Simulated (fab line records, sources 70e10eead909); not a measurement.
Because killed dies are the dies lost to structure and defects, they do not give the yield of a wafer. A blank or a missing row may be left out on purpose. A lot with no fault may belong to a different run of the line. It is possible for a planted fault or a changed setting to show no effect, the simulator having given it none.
Which of the tools did it?    flow nand-harc    Sampling: 13 lots, 39 wafers, 6 of 1302 route steps

WHAT EACH GAUGE READ, for each wafer
NHARC_A_START_INSPECT_01.
lot   measured      on                 raw-defect-count
L744  day 6 16:19   defect-inspect-02  5 2 4
L746  day 7 17:42   defect-inspect-02  5 1 3
L750  day 9 08:08   defect-inspect-01  3 4 4
L752  day 10 00:58  defect-inspect-02  2 8 4
L753  day 10 20:09  defect-inspect-01  5 5 0
L758  day 12 14:36  defect-inspect-02  6 4 3
L757  day 12 15:43  defect-inspect-01  5 1 6
L760  day 13 12:48  defect-inspect-02  3 4 4
L762  day 14 03:58  defect-inspect-01  4 4 2
L764  day 15 01:19  defect-inspect-02  3 4 8
L765  day 15 16:06  defect-inspect-02  4 2 3
L766  day 15 22:23  defect-inspect-02  4 1 5
L767  day 16 09:40  defect-inspect-01  4 1 3

NHARC_A_ONON_D1_THK_MEAS_05: measures by ellipsometry.
lot   measured      on             thk-nm (nm)
L744  day 7 15:57   film-metro-01  1005 1007 1004
L746  day 8 20:31   film-metro-01  1016 1013 1015
L750  day 10 07:46  film-metro-02  1008 1008 1007
L752  day 11 00:25  film-metro-02  1019 1020 1017
L753  day 11 21:51  film-metro-01  992 781 779
L758  day 13 14:32  film-metro-02  1003 1001 1002
L757  day 13 14:31  film-metro-02  990 991 990
L760  day 14 17:43  film-metro-01  980 980 981
L762  day 15 02:38  film-metro-02  1006 1004 1006
L764  day 16 00:46  film-metro-02  1012 1012 1011
L765  day 16 15:23  film-metro-01  1014 1016 1016
L766  day 17 00:12  film-metro-01  1010 1009 1010
L767  day 17 09:29  film-metro-01  1016 1015 1017

NHARC_END_SORT_01.
lot   measured      on         killed-at-array  killed-at-other  killed-at-periphery  killed-dies  killed-open  killed-short
L753  day 28 11:28  prober-02  70 675 674       0 0 0            1 2 3                71 677 677   2 1 1        2 3 1

WHICH TOOL RAN EACH LOT (tool, then ch and the chambers of the sampled wafers, then the start)
lot   NHARC_P_BONDPAD_ACTIVATE_29         NHARC_A_ZERO_WELL_RTA_16          NHARC_A_ONON_D1_DEP_03
L744  rie-diel-08 ch 0,1,2, day 6 15:56   rtp-anneal-01 ch 0, day 6 18:23   pecvd-onon-04 ch 0, day 7 15:33
L746  rie-diel-04 ch 2,3, day 7 17:16     rtp-anneal-02 ch 0, day 7 19:42   pecvd-onon-03 ch 0, day 8 20:01
L750  rie-diel-04 ch 1,2, day 9 07:44     rtp-anneal-02 ch 0, day 9 10:20   pecvd-onon-04 ch 0, day 10 07:25
L752  rie-diel-04 ch 0,1, day 10 00:33    rtp-anneal-02 ch 0, day 10 03:01  pecvd-onon-02 ch 0, day 11 00:05
L753  rie-diel-08 ch 0,1,3, day 10 19:47  rtp-anneal-01 ch 0, day 10 22:20  pecvd-onon-03 ch 0, day 11 21:28
L758  rie-diel-03 ch 0,1,2, day 12 14:12  rtp-anneal-02 ch 0, day 12 16:42  pecvd-onon-02 ch 0, day 13 14:01
L757  rie-diel-08 ch 1,2,3, day 12 15:18  rtp-anneal-02 ch 0, day 12 17:41  pecvd-onon-04 ch 0, day 13 14:01
L760  rie-diel-03 ch 0,1,3, day 13 12:26  rtp-anneal-01 ch 0, day 13 14:58  pecvd-onon-03 ch 0, day 14 17:18
L762  rie-diel-04 ch 1,3, day 14 03:33    rtp-anneal-02 ch 0, day 14 05:58  pecvd-onon-02 ch 0, day 15 02:11
L764  rie-diel-04 ch 0,2,3, day 15 00:55  rtp-anneal-02 ch 0, day 15 03:25  pecvd-onon-03 ch 0, day 16 00:15
L765  rie-diel-03 ch 1,2,3, day 15 15:43  rtp-anneal-02 ch 0, day 15 18:08  pecvd-onon-03 ch 0, day 16 14:56
L766  rie-diel-08 ch 0,1,3, day 15 21:58  rtp-anneal-01 ch 0, day 16 00:31  pecvd-onon-02 ch 0, day 16 23:41
L767  rie-diel-03 ch 0,2,3, day 16 09:17  rtp-anneal-01 ch 0, day 16 11:50  pecvd-onon-03 ch 0, day 17 09:01
- NHARC_P_BONDPAD_ACTIVATE_29: chemistry N2, time 60 s.
- NHARC_A_ZERO_WELL_RTA_16: time 10 s.
- NHARC_A_ONON_D1_DEP_03: target thk 1000 nm.

AS READ BY THE TOOLS THEMSELVES (means over the sampled wafers that have a number; for cases with no such wafer, the mark the record gives instead)
NHARC_P_BONDPAD_ACTIVATE_29.
lot   tool         drypump-motor-current-A (A)  oes-product-au (a.u.)  rf-vpp-V (V)  showerhead-plenum-p-Torr (Torr)
L744  rie-diel-08  5.6                          0.999                  64.6          1.83
L746  rie-diel-04  5.4                          1.000                  64.4          1.73
L750  rie-diel-04  5.3                          0.990                  64.6          1.82
L752  rie-diel-04  5.3                          1.005                  63.6          1.73
L753  rie-diel-08  5.7                          0.991                  64.3          1.75
L758  rie-diel-03  5.4                          1.010                  63.8          1.80
L757  rie-diel-08  5.5                          0.997                  64.4          1.79
L760  rie-diel-03  5.7                          1.001                  64.1          1.81
L762  rie-diel-04  5.2                          0.991                  64.1          1.69
L764  rie-diel-04  5.5                          1.004                  64.3          1.75
L765  rie-diel-03  5.4                          0.986                  63.9          1.78
L766  rie-diel-08  5.6                          0.996                  63.4          1.75
L767  rie-diel-03  5.7                          0.992                  64.0          1.75

NHARC_A_ZERO_WELL_RTA_16.
lot   tool           lamp-power-pct (%)  wafer_temp_C_max
L744  rtp-anneal-01  29.9                1008.2
L746  rtp-anneal-02  27.0                1004.6
L750  rtp-anneal-02  27.0                1005.1
L752  rtp-anneal-02  27.0                1004.3
L753  rtp-anneal-01  29.8                1007.6
L758  rtp-anneal-02  27.0                1004.5
L757  rtp-anneal-02  27.0                1004.8
L760  rtp-anneal-01  29.9                1007.3
L762  rtp-anneal-02  27.0                1005.1
L764  rtp-anneal-02  27.0                1005.6
L765  rtp-anneal-02  27.0                1004.0
L766  rtp-anneal-01  29.9                1009.1
L767  rtp-anneal-01  29.8                1010.3

THE ANSWER, worked out from the rows above alone
Rule: what is usual is taken from the lots themselves. The widest of any qualifying gaps counts: lots, ordered by their means at a reading, are off when they make up no more than a third of the lots, leave a main group of 4 or more, and stand apart from it by 3 or more times the standard deviation of that group's means. A main group whose means are all the same, to the digits that the tables above print for the reading, isn't used. A lot without any number at a reading at which 4 lots or more have one is off too. Any other lot the step has rows for is counted as sound. Order of review: gauges by route order, followed by the tools' own readings, for which a lot's mean as printed above is used. At the first step where some lot is off, the reading lying furthest off is the one used; lots without a number count as furthest.
Off, at NHARC_A_ONON_D1_THK_MEAS_05 on thk-nm: L753. The main group: mean 1006 nm, standard deviation 11.
A tool fits if, at a process step before that reading, it ran every lot that is off, and no sound lot after the first of them. The gauges at NHARC_A_ONON_D1_THK_MEAS_05 are tried like those tools. No candidate that was tried fits.

WHAT HAD BEEN PUT IN BY THE SIMULATOR
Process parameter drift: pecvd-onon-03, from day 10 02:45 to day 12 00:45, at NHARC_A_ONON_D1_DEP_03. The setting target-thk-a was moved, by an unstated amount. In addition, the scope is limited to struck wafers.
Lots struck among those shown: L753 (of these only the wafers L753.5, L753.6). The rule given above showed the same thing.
